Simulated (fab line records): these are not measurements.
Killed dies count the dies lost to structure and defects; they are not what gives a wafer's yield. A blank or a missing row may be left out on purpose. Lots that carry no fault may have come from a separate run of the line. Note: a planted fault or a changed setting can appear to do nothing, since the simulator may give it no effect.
fab line records	flow n5-finfet
record: lots: 10	wafers: 28	last-day: 18
route steps=1938 shown MOL_CONTACT_COAG@547 BEOL_M4@1111 PASSIVATION@1936
lots with no fault: from the same line, run without faults
start-h: hours from the record's opening day to when the first of the lot's shown wafers began	wait-h: time in hours since the lot's previous step	" unchanged from the row above	L1.1+2: a single row standing in for several wafers	- either no value or no given start	* or withheld: withheld	< > ~ a bound
route shown NAME@n: NAME is a module with steps in the file, n the number in the route of the first one	usual: average and standard deviation across the fault-free wafers	same: alike in all rows	chamber/n: place in a boat	sites: per-site readings	_std_site: standard deviation of those values	_edge_site: outer sites' mean less inner sites'	radius-mm: for every site, how far away it sits from the centre of the wafer	mask NAME#n: copy n	behind: the last tool/chamber to shape the wafer	hold: cause of the lot's hold/its duration in hours/its outcome	device: transistor that didn't switch, given as n, p or np	end of line: the route-end tests of the same wafers	a step with no rows: only its recipe	killed: dies lost to structure and defects at the first sort, not the wafer's yield	map: a wafer's dies, marking killed ones x, the rest . and places with no die _
set.NAME: the setting as run; set.NAME@STEP: as run at that earlier step	model.NAME: the simulator's own value behind a step, which no gauge read
steps of the route over a sample of lots; a table a step, a row a wafer
services: the hour from which a tool's chamber was out of use, counted from the record's first day as start-h (under 0 if before that day), plus the number of hours and why
== steps ==
step: N5_MOL_CONTACT_COAG_SPUTTER_143
recipe: material: Co	target-thk-a: 25	temp-c: 25	chamber-pressure-pa: 0.2
usual: throttle-valve-pct: 30.3/1
lot.wafer	tool	chamber	start-h	wait-h	throttle-valve-pct
L245.3	pvd-sputter-01	-	101.95	0.0	30.3
L245.4	"	-	"	"	31.6
L245.5	"	-	"	"	29.9
L247.3	pvd-sputter-01	-	110.35	0.0	30.1
L247.4	"	-	"	"	30.3
L247.6	"	-	"	"	31.7
L248.2	pvd-sputter-01	-	117.36	0.0	30.0
L248.4	"	-	"	"	31.8
L248.6	"	-	"	"	29.7
L254.3	pvd-sputter-02	-	154.35	0.0	31.9
L254.6	"	-	"	"	29.9
L255.2	pvd-sputter-01	-	156.34	0.0	31.7
L255.4	"	-	"	"	29.8
L258.2	pvd-sputter-01	-	183.31	0.0	32.4
L258.5	"	-	"	"	30.1
L258.6	"	-	"	"	29.6
L261.1	pvd-sputter-01	-	196.86	0.0	30.2
L261.2	"	-	"	"	30.5
L261.3	"	-	"	"	31.7
L263.2	pvd-sputter-03	-	205.46	0.0	29.9
L263.5	"	-	"	"	31.3
L263.6	"	-	"	"	29.0
L264.1	pvd-sputter-02	-	213.84	0.0	29.6
L264.4	"	-	"	"	28.3
L264.6	"	-	"	"	31.7
L267.1	pvd-sputter-03	-	231.31	0.0	31.5
L267.5	"	-	"	"	30.4
L267.6	"	-	"	"	31.4
step: N5_MOL_CONTACT_COAG_CD_MEAS_84
recipe: target-cd-nm: 25.1	landing-energy-ev: 500	detector: se-inlens	polarity: opening
usual: cd-nm: 25.11/0.23
lot.wafer	tool	chamber	start-h	wait-h	cd-nm
L245.3	cd-sem-03	0	108.35	-	25.56
L245.4	"	0	"	"	24.82
L245.5	"	0	"	"	25.12
L247.3	cd-sem-01	0	117.40	-	25.27
L247.4	"	0	"	"	25.06
L247.6	"	0	"	"	24.75
L248.2	cd-sem-02	0	124.92	-	25.38
L248.4	"	0	"	"	25.05
L248.6	"	0	"	"	25.18
L254.3	cd-sem-02	0	160.30	-	25.20
L254.6	"	0	"	"	24.94
L255.2	cd-sem-01	0	162.92	-	25.40
L255.4	"	0	"	"	25.16
L258.2	cd-sem-01	0	192.43	-	25.29
L258.5	"	0	"	"	25.38
L258.6	"	0	"	"	25.27
L261.1	cd-sem-02	0	205.19	-	25.40
L261.2	"	0	"	"	25.49
L261.3	"	0	"	"	25.39
L263.2	cd-sem-01	0	212.87	-	25.33
L263.5	"	0	"	"	25.03
L263.6	"	0	"	"	25.20
L264.1	cd-sem-01	0	219.53	-	25.08
L264.4	"	0	"	"	25.41
L264.6	"	0	"	"	24.78
L267.1	cd-sem-03	0	237.03	-	25.32
L267.5	"	0	"	"	25.08
L267.6	"	0	"	"	25.02
step: N5_MOL_CONTACT_COAG_ETCH_90
recipe: chemistry: CF4	target: SiARC	target-depth-a: 130	mask-material: CAR-EUV	time-s: 21.7	ion-energy-ev: 80	pressure-mtorr: 40	source-w: 545	bias-w: 36	Ar_flow_sccm: 100	cf4-flow-sccm: 100	ends: cleared
usual: chamber-pressure-mTorr: 40.01/0.034	drypump-motor-current-A: 5.8/0.58	etch-rf-on-time-s: 22.0/0.6	oes-product-au: 0.64/0.049	rf-vpp-V: 183.8/1.2	showerhead-plenum-p-Torr: 2.13/0.062	throttle-valve-pct: 15.65/0.28
lot.wafer	tool	chamber	start-h	wait-h	chamber-pressure-mTorr	drypump-motor-current-A	etch-rf-on-time-s	oes-product-au	rf-hours-counter-h	rf-vpp-V	showerhead-plenum-p-Torr	throttle-valve-pct
L245.3	rie-diel-05	0	108.52	0.0	40.00	6.4	20.8	0.74	81	183.5	2.17	15.57
L245.4	"	3	"	"	40.04	5.4	22.3	0.75	27	185.5	2.10	15.35
L245.5	"	2	"	"	40.05	6.3	22.1	0.62	-	183.1	2.15	15.91
L247.3	rie-diel-06	0	117.88	0.0	39.99	5.8	22.4	0.59	202	184.3	2.03	15.85
L247.4	"	1	"	"	40.03	5.5	22.3	0.62	164	182.4	2.05	15.95
L247.6	"	0	"	"	39.98	5.8	22.5	0.59	-	182.0	2.03	15.86
L248.2	rie-diel-05	0	125.20	0.0	40.03	6.5	20.7	0.72	86	185.1	2.17	15.61
L248.4	"	2	"	"	40.07	6.3	22.0	0.62	182	184.6	2.14	15.94
L248.6	"	1	"	"	40.03	6.7	22.1	0.67	-	184.1	2.16	15.22
L254.3	rie-diel-05	2	160.93	0.0	40.03	6.3	22.2	0.61	190	183.8	2.14	15.95
L254.6	"	3	"	"	40.00	5.4	15.7	0.90	-	183.4	2.09	15.39
L255.2	rie-diel-05	3	163.13	0.0	39.98	5.4	15.7	0.90	41	185.3	2.09	15.39
L255.4	"	3	"	"	40.03	5.4	22.3	0.73	-	181.9	2.09	15.38
L258.2	rie-diel-05	2	192.62	0.0	40.08	6.3	15.8	0.74	201	183.7	2.14	15.98
L258.5	"	3	"	"	39.97	5.4	22.4	0.71	-	184.1	2.09	15.41
L258.6	"	0	"	"	39.95	6.4	14.5	0.88	-	183.9	2.17	15.62
L261.1	rie-diel-06	1	205.37	0.0	40.05	5.4	22.0	0.60	198	182.2	2.04	16.02
L261.2	"	2	"	"	40.09	4.9	22.8	0.57	219	182.9	2.20	16.07
L261.3	"	0	"	"	40.00	5.7	22.2	0.58	223	181.0	2.02	15.89
L263.2	rie-diel-02	0	213.39	0.0	40.03	5.7	21.6	0.66	158	184.4	2.13	15.67
L263.5	"	0	"	"	40.04	5.7	21.3	0.67	-	185.6	2.13	15.68
L263.6	"	3	"	"	39.93	5.7	21.3	0.61	-	182.9	2.13	15.86
L264.1	rie-diel-02	2	219.72	0.0	40.06	6.1	22.3	0.65	124	182.7	2.15	15.62
L264.4	"	0	"	"	39.93	5.7	21.5	0.66	161	184.3	2.13	15.70
L264.6	"	3	"	"	40.04	5.7	21.7	0.61	-	183.4	2.13	15.85
L267.1	rie-diel-06	3	237.21	0.0	39.98	5.0	22.3	0.60	196	184.0	2.05	15.35
L267.5	"	2	"	"	39.94	4.9	22.9	0.56	-	184.1	2.20	16.09
L267.6	"	3	"	"	40.01	5.0	22.3	0.60	-	182.9	2.05	15.35
step: N5_MOL_CONTACT_COAG_ALD_131
recipe: material: SiO2	target-thk-a: 50	temp-c: 100	ald-precursor-family: BDEAS	ald-co-reactant: O2-plasma	pulse-time-s: 1	co-reactant-pulse-time-s: 1	purge-time-s: 2	co-reactant-purge-time-s: 2	ald-cycles: 35	pressure-torr: 2
usual: heater-power-w: 76/7.5	precursor-pulse-height-rel: 1.000/0.02
lot.wafer	tool	chamber	start-h	wait-h	heater-power-w	precursor-pulse-height-rel
L245.3	ald-sin-02	1	108.60	0.1	78	0.982
L245.4	"	3	"	"	66	1.008
L245.5	"	1	"	"	78	1.027
L247.3	ald-sin-01	2	117.96	0.1	87	0.999
L247.4	"	0	"	"	88	1.019
L247.6	"	2	"	"	86	1.026
L248.2	ald-sin-01	2	125.28	0.1	85	0.977
L248.4	"	2	"	"	85	1.007
L248.6	"	0	"	"	89	0.968
L254.3	ald-sin-01	0	161.01	0.1	87	1.007
L254.6	"	1	"	"	69	0.983
L255.2	ald-sin-03	0	163.21	0.1	82	1.024
L255.4	"	2	"	"	84	0.997
L258.2	ald-sin-01	3	193.11	0.5	84	0.991
L258.5	"	1	"	"	65	0.998
L258.6	"	0	"	"	86	0.987
L261.1	ald-sin-01	0	205.45	0.1	89	0.963
L261.2	"	1	"	"	69	0.994
L261.3	"	3	"	"	84	1.024
L263.2	ald-sin-02	2	213.47	0.1	70	0.996
L263.5	"	2	"	"	72	0.993
L263.6	"	3	"	"	67	1.013
L264.1	ald-sin-02	3	219.80	0.1	67	0.972
L264.4	"	1	"	"	80	0.966
L264.6	"	0	"	"	83	1.005
L267.1	ald-sin-02	2	237.29	0.1	73	0.975
L267.5	"	0	"	"	81	1.017
L267.6	"	3	"	"	69	1.014
step: N5_BEOL_M4_RC_MEAS_101
usual: DIBL_N: 36.3/2	DIBL_P: 36.3/2.4	IOFF_N: 0.16/0.034	IOFF_P: 0.21/0.035	ION_N: 672/12	ION_P: 459/6.5	SS_N: 71.6/0.67	SS_P: 73.3/0.71	VT_N: 250/3.5	VT_P: -251/3
lot.wafer	tool	chamber	start-h	wait-h	DIBL_N[mV/V]	DIBL_P[mV/V]	IOFF_N[nA/um]	IOFF_P[nA/um]	ION_N[uA/um]	ION_P[uA/um]	SS_N[mV/dec]	SS_P[mV/dec]	VT_N[mV]	VT_P[mV]
L245.3	prober-01	0	171.06	0.3	35.5	35.7	0.15	0.20	662	458	71.6	73.3	250	-251
L245.4	"	0	"	"	35.7	35.9	0.15	0.21	661	459	71.4	72.8	254	-251
L245.5	"	0	"	"	34.9	34.7	0.13	0.19	655	450	71.9	72.6	251	-251
L247.3	prober-02	0	184.97	0.3	35.0	34.4	0.14	0.18	666	453	71.1	73.2	249	-254
L247.4	"	0	"	"	33.2	31.5	0.10	0.13	647	440	70.8	72.8	256	-256
L247.6	"	0	"	"	33.3	32.3	0.11	0.15	650	452	70.9	72.7	256	-253
L248.2	prober-02	0	191.15	0.2	36.8	38.7	0.17	0.20	675	453	71.6	73.8	250	-254
L248.4	"	0	"	"	35.0	37.0	0.15	0.18	675	458	70.9	73.1	253	-255
L248.6	"	0	"	"	36.5	38.6	0.16	0.21	675	453	71.7	73.9	253	-252
L255.2	prober-01	0	255.75	0.2	36.1	37.2	0.15	0.21	664	455	71.5	73.3	249	-251
L255.4	"	0	"	"	35.3	36.9	0.16	0.21	692	476	71.4	73.0	247	-251
L254.3	prober-02	0	261.43	0.3	38.4	39.9	0.19	0.26	689	467	71.9	74.1	247	-250
L254.6	"	0	"	"	35.5	36.4	0.14	0.20	669	459	70.8	73.8	251	-249
L258.2	prober-01	0	288.35	0.2	40.2	39.4	0.22	0.27	683	469	72.0	74.3	245	-246
L258.5	"	0	"	"	37.9	37.2	0.17	0.22	667	463	71.9	74.1	249	-249
L258.6	"	0	"	"	37.9	36.3	0.16	0.21	667	457	71.3	74.1	251	-251
L261.1	prober-02	0	293.28	0.0	39.6	39.7	0.21	0.25	684	467	72.5	73.8	244	-249
L261.2	"	0	"	"	39.0	39.1	0.19	0.24	676	463	72.7	73.7	249	-249
L261.3	"	0	"	"	37.7	38.0	0.17	0.22	674	470	72.5	73.3	251	-251
L264.1	prober-02	0	296.20	0.0	36.1	35.6	0.18	0.19	695	465	71.7	73.0	246	-253
L264.4	"	0	"	"	35.3	35.6	0.17	0.19	681	459	71.2	72.9	247	-252
L264.6	"	0	"	"	33.6	32.8	0.13	0.15	672	451	71.2	72.8	252	-256
L263.2	prober-02	0	308.36	0.2	36.9	37.5	0.17	0.21	678	459	71.0	73.6	248	-251
L263.5	"	0	"	"	34.1	33.3	0.12	0.14	659	448	70.7	72.5	255	-256
L263.6	"	0	"	"	39.1	39.4	0.21	0.23	682	458	72.3	73.4	246	-251
L267.1	prober-01	0	326.38	0.0	36.8	37.1	0.19	0.22	680	459	71.8	73.0	248	-249
L267.5	"	0	"	"	37.2	37.9	0.20	0.24	679	459	72.0	73.4	246	-248
L267.6	"	0	"	"	36.1	36.1	0.18	0.21	684	462	72.0	72.6	245	-251
step: N5_PASSIVATION_PROBE_49
usual: defect-limited-yield: 91.4/1.5	killed_at_M0_to_M3: 33/11	killed_at_M4_up: 14/5.3	killed-at-contacts: 13/6.2	killed-at-front-end: 39/13	killed-at-other: 3.1/2.8	killed-dies: 102/17	killed-open: 68/13	killed-short: 32/7.8	sort_bin_5_function: 5.1/0.95	sort_bin_6_memory: 3.2/0.7	sort_bin_8_speed: 0.02/0.16	sort-n-pass: 1078/18	sort-yield-pct: 91.3/1.5
same: gross-dies: 1180	killed-at-back-side: 0	sort_bin_4_leakage[%]: 0
lot.wafer	tool	chamber	start-h	wait-h	defect-limited-yield[%]	killed_at_M0_to_M3	killed_at_M4_up	killed-at-contacts	killed-at-front-end	killed-at-other	killed-dies	killed-open	killed-short	sort_bin_5_function[%]	sort_bin_6_memory[%]	sort_bin_8_speed[%]	sort-n-pass	sort-yield-pct[%]
L247.3	prober-02	-	285.12	0.1	90.8	37	31	6	34	1	109	83	26	5.6	3.6	0	1071	90.8
L247.4	prober-02	-	285.17	0.2	91.1	27	22	13	43	0	105	77	24	4.4	3.9	0.17	1073	90.9
L247.6	prober-02	-	285.27	0.3	88.4	30	37	26	44	0	137	96	40	7.0	4.2	0.08	1042	88.3
L248.2	prober-01	-	300.93	0.1	91.9	28	13	14	38	3	96	61	34	4.1	3.6	0	1084	91.9
L248.4	prober-01	-	301.03	0.2	92.4	32	10	6	40	2	90	53	37	4.7	2.5	0	1090	92.4
L248.6	prober-01	-	301.13	0.3	90.7	35	7	15	46	7	110	76	34	5.6	3.5	0	1070	90.7
L255.2	prober-02	-	359.19	0.1	90.8	30	12	19	41	7	109	74	34	5.1	4.0	0	1071	90.8
L255.4	prober-02	-	359.29	0.2	91.6	16	13	18	49	3	99	65	31	5.7	2.2	0	1081	91.6
L258.2	prober-02	-	393.16	0.1	91.4	22	11	8	56	5	102	76	24	5.3	3.0	0	1078	91.4
L258.5	prober-02	-	393.31	0.2	89.6	39	12	7	61	4	123	79	40	5.9	4.2	0	1057	89.6
L258.6	prober-02	-	393.36	0.3	87.6	41	18	9	74	4	146	87	56	6.7	4.7	0	1034	87.6
L261.1	prober-01	-	394.61	0.0	89.7	37	10	16	58	1	122	79	42	6.3	3.6	0	1058	89.7
L261.2	prober-01	-	394.66	0.1	90.6	25	21	14	49	2	111	73	38	5.9	3.0	0	1069	90.6
L261.3	prober-01	-	394.71	0.1	90.7	22	14	9	58	7	110	73	36	5.2	3.9	0	1070	90.7
L263.2	prober-02	-	422.91	0.1	90.2	56	6	6	45	3	116	65	41	4.8	3.9	0	1064	90.2
L263.5	prober-02	-	423.06	0.2	89.6	34	13	18	56	2	123	84	36	6.8	3.1	0	1057	89.6
L263.6	prober-02	-	423.11	0.3	89.0	46	13	14	55	2	130	76	52	6.4	3.9	0	1050	89.0
L267.1	prober-02	-	434.71	0.1	91.3	27	10	23	39	4	103	74	29	4.7	3.8	0	1077	91.3
L267.5	prober-02	-	434.91	0.3	92.9	16	26	9	33	0	84	60	23	4.0	2.7	0	1096	92.9
L267.6	prober-02	-	434.96	0.4	89.2	16	22	30	55	4	127	93	32	7.2	3.1	0	1053	89.2
killed by level:class
L247.3 BEOL_M4:geometric-particle:open=17 STI_FIN_REVEAL:geometric-particle:open=9 BEOL_M3:geometric-particle:open=9 DUMMY_GATE:geometric-particle:open=8 BEOL_M0_SAQP:geometric-particle:open=7 BEOL_M2:geometric-particle:open=6 BEOL_M1:geometric-particle:open=5 FIN_SAQP:geometric-particle:open=4
L247.4 STI_FIN_REVEAL:geometric-particle:open=11 MOL_CONTACT_COAG:geometric-particle:open=11 BEOL_M2:geometric-particle:open=10 BEOL_M3:geometric-particle:open=10 FIN_SAQP:geometric-particle:open=9 BEOL_M4:geometric-particle:open=8 FIN_SAQP:geometric-particle:short=5 DUMMY_GATE:geometric-particle:open=4
L247.6 MOL_CONTACT_COAG:geometric-particle:open=21 BEOL_M4:geometric-particle:open=13 FIN_SAQP:geometric-particle:open=12 STI_FIN_REVEAL:geometric-particle:open=11 FIN_SAQP:geometric-particle:short=9 BEOL_M3:geometric-particle:open=9 BEOL_M0_SAQP:geometric-particle:short=7 BEOL_M4:geometric-particle:short=6
L248.2 DUMMY_GATE:geometric-particle:open=9 MOL_CONTACT_COAG:geometric-particle:open=9 BEOL_M0_SAQP:geometric-particle:short=9 BEOL_M0_SAQP:geometric-particle:open=8 FIN_SAQP:geometric-particle:open=5 FIN_SAQP:geometric-particle:short=5 STI_FIN_REVEAL:geometric-particle:open=5 MOL_CONTACT_COAG:geometric-particle:short=5
L248.4 BEOL_M2:geometric-particle:open=12 FIN_SAQP:geometric-particle:short=10 FIN_SAQP:geometric-particle:open=9 BEOL_M0_SAQP:geometric-particle:short=7 BEOL_M0_SAQP:geometric-particle:open=7 STI_FIN_REVEAL:geometric-particle:open=6 BEOL_M5:geometric-particle:open=4 STI_FIN_REVEAL:geometric-particle:short=3
L248.6 STI_FIN_REVEAL:geometric-particle:open=13 MOL_CONTACT_COAG:geometric-particle:open=12 BEOL_M0_SAQP:geometric-particle:open=9 BEOL_M0_SAQP:geometric-particle:short=8 STI_FIN_REVEAL:geometric-particle:short=7 BEOL_M2:geometric-particle:open=5 FIN_SAQP:geometric-particle:open=4 FIN_CUT:geometric-particle:open=4
L255.2 MOL_CONTACT_COAG:geometric-particle:open=14 BEOL_M2:geometric-particle:open=9 STI_FIN_REVEAL:geometric-particle:open=8 BEOL_M0_SAQP:geometric-particle:short=6 BEOL_M0:geometric-particle:open=6 FIN_SAQP:geometric-particle:short=5 MOL_CONTACT_COAG:geometric-particle:short=5 BEOL_M4:geometric-particle:open=5
L255.4 MOL_CONTACT_COAG:geometric-particle:open=16 STI_FIN_REVEAL:geometric-particle:open=12 FIN_SAQP:geometric-particle:short=9 BEOL_M3:geometric-particle:open=5 DUMMY_GATE:geometric-particle:open=4 BEOL_M4:geometric-particle:open=4 FIN_SAQP:geometric-particle:open=3 FIN_CUT:geometric-particle:open=3
L258.2 STI_FIN_REVEAL:geometric-particle:open=19 FIN_SAQP:geometric-particle:open=15 FIN_SAQP:geometric-particle:short=8 BEOL_M3:geometric-particle:open=7 MOL_CONTACT_COAG:geometric-particle:open=6 BEOL_M2:geometric-particle:open=5 BEOL_M1:geometric-particle:open=5 GATE_CUT:geometric-particle:short=3
L258.5 FIN_SAQP:geometric-particle:open=18 FIN_SAQP:geometric-particle:short=13 STI_FIN_REVEAL:geometric-particle:open=11 BEOL_M0:geometric-particle:open=9 MOL_CONTACT_COAG:geometric-particle:open=6 BEOL_M0_SAQP:geometric-particle:short=6 BEOL_M0_SAQP:geometric-particle:open=6 STI_FIN_REVEAL:geometric-particle:short=4
L258.6 STI_FIN_REVEAL:geometric-particle:open=25 BEOL_M3:geometric-particle:open=13 BEOL_M0_SAQP:geometric-particle:open=9 BEOL_M0_SAQP:geometric-particle:short=9 STI_FIN_REVEAL:geometric-particle:short=7 GATE_CUT:geometric-particle:short=7 DUMMY_GATE:geometric-particle:open=6 MOL_CONTACT_COAG:geometric-particle:open=6
L261.1 FIN_SAQP:geometric-particle:open=16 MOL_CONTACT_COAG:geometric-particle:open=13 BEOL_M0_SAQP:geometric-particle:open=10 BEOL_M0:geometric-particle:open=10 GATE_CUT:geometric-particle:short=8 FIN_SAQP:geometric-particle:short=7 STI_FIN_REVEAL:geometric-particle:open=7 BEOL_M1:geometric-particle:short=5
L261.2 MOL_CONTACT_COAG:geometric-particle:open=11 BEOL_M0_SAQP:geometric-particle:short=11 BEOL_M4:geometric-particle:open=10 FIN_SAQP:geometric-particle:open=8 GATE_CUT:geometric-particle:short=8 BEOL_M0_SAQP:geometric-particle:open=8 DUMMY_GATE:geometric-particle:open=7 STI_FIN_REVEAL:geometric-particle:open=5
L261.3 FIN_SAQP:geometric-particle:open=17 FIN_SAQP:geometric-particle:short=9 BEOL_M0_SAQP:geometric-particle:short=9 BEOL_M4:geometric-particle:open=9 MOL_CONTACT_COAG:geometric-particle:open=8 GATE_CUT:geometric-particle:open=7 STI_FIN_REVEAL:geometric-particle:open=5 ILD0:geometric-particle:open=5
L263.2 BEOL_M0_SAQP:geometric-particle:short=11 BEOL_M0_SAQP:geometric-particle:open=10 BEOL_M3:geometric-particle:open=10 STI_FIN_REVEAL:geometric-particle:open=9 FIN_SAQP:geometric-particle:open=8 BEOL_M2:geometric-particle:open=8 HKMG_FIN:area-etch=8 FIN_SAQP:geometric-particle:short=7
L263.5 MOL_CONTACT_COAG:geometric-particle:open=15 FIN_SAQP:geometric-particle:open=12 STI_FIN_REVEAL:geometric-particle:open=12 BEOL_M0_SAQP:geometric-particle:open=9 BEOL_M0_SAQP:geometric-particle:short=9 FIN_SAQP:geometric-particle:short=6 DUMMY_GATE:geometric-particle:open=6 BEOL_M2:geometric-particle:open=5
L263.6 FIN_SAQP:geometric-particle:open=12 FIN_SAQP:geometric-particle:short=9 BEOL_M2:geometric-particle:open=9 STARTING-WAFER:geometric-particle:short=9 MOL_CONTACT_COAG:geometric-particle:open=8 BEOL_M0_SAQP:geometric-particle:open=8 BEOL_M0_SAQP:geometric-particle:short=7 BEOL_M1:geometric-particle:open=7
L267.1 MOL_CONTACT_COAG:geometric-particle:open=19 BEOL_M1:geometric-particle:open=12 FIN_SAQP:geometric-particle:open=6 GATE_CUT:geometric-particle:short=6 STI_FIN_REVEAL:geometric-particle:open=5 ILD0:geometric-particle:open=5 GATE_CUT:geometric-particle:open=4 MOL_CONTACT_COAG:geometric-particle:short=4
L267.5 BEOL_M5:geometric-particle:open=11 STI_FIN_REVEAL:geometric-particle:open=9 FIN_SAQP:geometric-particle:open=6 MOL_CONTACT_COAG:geometric-particle:open=6 BEOL_M4:geometric-particle:open=5 BEOL_M2:geometric-particle:open=4 ILD0:geometric-particle:open=4 GATE_CUT:geometric-particle:open=4
L267.6 MOL_CONTACT_COAG:geometric-particle:open=22 STI_FIN_REVEAL:geometric-particle:open=19 FIN_SAQP:geometric-particle:open=9 MOL_CONTACT_COAG:geometric-particle:short=8 BEOL_M1:geometric-particle:open=8 BEOL_M5:geometric-particle:open=7 BEOL_M4:geometric-particle:open=6 STI_FIN_REVEAL:geometric-particle:short=5
== services ==
tool	chamber	start-h	hours	kind
ald-sin-01	3	80.97	3.1	repair
pvd-sputter-02	-	88.77	4.4	repair
rie-diel-02	1	96.54	4.5	repair
rie-diel-05	3	102.56	2.6	repair
ald-sin-02	0	110.53	4.8	repair
pvd-sputter-02	-	115.86	8.0	repair
rie-diel-06	2	122.85	3.9	repair
ald-sin-01	3	124.68	14.4	repair
ald-sin-01	2	130.05	33.2	repair
rie-diel-06	0	138.95	18.3	repair
ald-sin-02	0	141.93	1.6	repair
rie-diel-05	-	146.10	14.6	pm
rie-diel-05	0	161.45	14.5	repair
rie-diel-05	2	176.47	4.3	repair
ald-sin-03	-	177.52	14.0	pm
ald-sin-03	0	177.52	14.0	vent-cycle
ald-sin-02	-	183.50	0.2	repair
ald-sin-01	0	197.52	1.3	repair
pvd-sputter-02	-	197.53	7.5	repair
rie-diel-02	-	212.23	1.0	repair
ald-sin-01	2	213.45	1.4	repair
rie-diel-06	-	227.77	0.4	repair
rie-diel-05	3	229.94	6.9	repair
rie-diel-05	2	235.44	7.4	repair
== key ==
first-sign: step: N5_MOL_CONTACT_COAG_ETCH_90	reading: etch-rf-on-time-s	direction: down	sigmas: 11	usual: *	struck: *
effect: step: N5_MOL_CONTACT_COAG_ETCH_90	reading: oes-product-au	direction: up	sigmas: 4.2	usual: 0.64	struck: 0.85
met-at N5_MOL_CONTACT_COAG_ETCH_90
struck-lots L254,L255,L258
struck-wafers L254.6,L255.2,L258.2,L258.6
not-acting-at N5_MOL_CONTACT_COAG_SPUTTER_143,N5_MOL_CONTACT_COAG_CD_MEAS_84,N5_MOL_CONTACT_COAG_ALD_131
onset-between 125.20 160.93
fault: kind: process-parameter-drift	tool: rie-diel-05	chamber: -	onset-h: 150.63	steps: N5_MOL_CONTACT_COAG_ETCH_90	channel: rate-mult	offset: 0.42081	shape: step	end-h: 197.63	scope: struck-wafers-only
